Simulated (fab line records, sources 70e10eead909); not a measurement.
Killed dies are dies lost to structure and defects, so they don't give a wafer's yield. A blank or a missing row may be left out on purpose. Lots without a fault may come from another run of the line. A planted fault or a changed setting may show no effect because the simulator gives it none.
Chamber matching | flow nand_harc | NHARC_THIN_TSV_DESCUM_35 on rie_diel-12: 4 sister chambers
The step chemistry O2, time 3 s. 8 wafers are shown with their chamber, then 7 later ones without.

WAFERS WITH THEIR CHAMBER
wafer  | chamber | drypump_motor_current_A (A) | o2_flow_sccm (sccm)
L381.5 | 1       | 5.6                         | 200.9
L387.2 | 0       | 6.2                         | 200.3
L387.5 | 3       | 5.6                         | 199.7
L394.2 | 3       | 5.6                         | 199.4
L394.3 | 0       | 6.1                         | 198.8
L394.4 | 2       | 5.5                         | 199.9
L397.3 | 1       | 5.6                         | 200.2
L397.4 | 2       | 5.6                         | 199.4

WAFERS WITHOUT THEIR CHAMBER
wafer  | drypump_motor_current_A (A) | o2_flow_sccm (sccm)
L397.5 | 5.6                         | 200.4
L399.1 | 5.6                         | 201.0
L399.3 | 6.2                         | 201.0
L399.6 | 5.6                         | 201.1
L400.1 | 5.6                         | 200.6
L400.4 | 5.6                         | 199.7
L400.5 | 5.6                         | 199.8

WHICH CHAMBER EACH WENT THROUGH
wafer  | from the rows above          | in truth
L397.5 | can't be placed: 1 or 3 or 2 | 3
L399.1 | can't be placed: 1 or 3 or 2 | 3
L399.3 | 0                            | 0
L399.6 | can't be placed: 1 or 3 or 2 | 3
L400.1 | can't be placed: 1 or 3 or 2 | 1
L400.4 | can't be placed: 3 or 2 or 1 | 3
L400.5 | can't be placed: 3 or 2 or 1 | 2
Placed correctly: 1 of 7. Can't be placed from these rows: 6 (the true chamber is among the candidates in 6). Placed wrongly: 0.
How it was worked out, from the rows above alone: a wafer's distance from a chamber is the root of the sum, over the readings, of the square of ((its reading less the chamber's mean) divided by the reading's scatter). The wafer belongs to the nearest chamber; if the next one is less than 2 further off, it can't be placed. A chamber's mean is the mean of its shown wafers. The scatter: the root of (the sum of the squares of (reading less its chamber's mean) over the shown wafers, divided by (wafers less chambers)).
